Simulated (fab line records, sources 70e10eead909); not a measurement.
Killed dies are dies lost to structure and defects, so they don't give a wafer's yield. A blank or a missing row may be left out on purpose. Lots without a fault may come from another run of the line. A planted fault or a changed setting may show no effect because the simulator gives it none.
Chamber matching | flow nand_harc | NHARC_A_STAIRCASE_DEP_301 on pecvd-04: 3 sister chambers
The step deposits SiON, target thk 30 nm. 3 wafers are shown with their chamber, then 7 later ones without.

WAFERS WITH THEIR CHAMBER
wafer  | chamber | heater_power_w (W)
L086.1 | 0       | 904
L090.2 | 2       | 645
L090.4 | 1       | 868

WAFERS WITHOUT THEIR CHAMBER
wafer  | heater_power_w (W)
L090.6 | 893
L091.1 | 938
L091.2 | 628
L091.6 | 942
L095.1 | 816
L095.4 | 625
L095.6 | 815

WHICH CHAMBER EACH WENT THROUGH
wafer  | from the rows above     | in truth
L090.6 | can't be placed: 0 or 1 | 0
L091.1 | can't be placed: 0 or 1 | 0
L091.2 | 2                       | 2
L091.6 | can't be placed: 0 or 1 | 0
L095.1 | can't be placed: 1 or 0 | 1
L095.4 | 2                       | 2
L095.6 | can't be placed: 1 or 0 | 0
Placed correctly: 2 of 7. Can't be placed from these rows: 5 (the true chamber is among the candidates in 5). Placed wrongly: 0.
How it was worked out, from the rows above alone: a wafer's distance from a chamber is the root of the sum, over the readings, of the square of ((its reading less the chamber's mean) divided by the reading's scatter). The wafer belongs to the nearest chamber; if the next one is less than 2 further off, it can't be placed. A chamber's mean is the mean of its shown wafers. The scatter: with one shown wafer a chamber, the root of the mean of the squares of how far each hidden wafer lies from its nearest shown one.
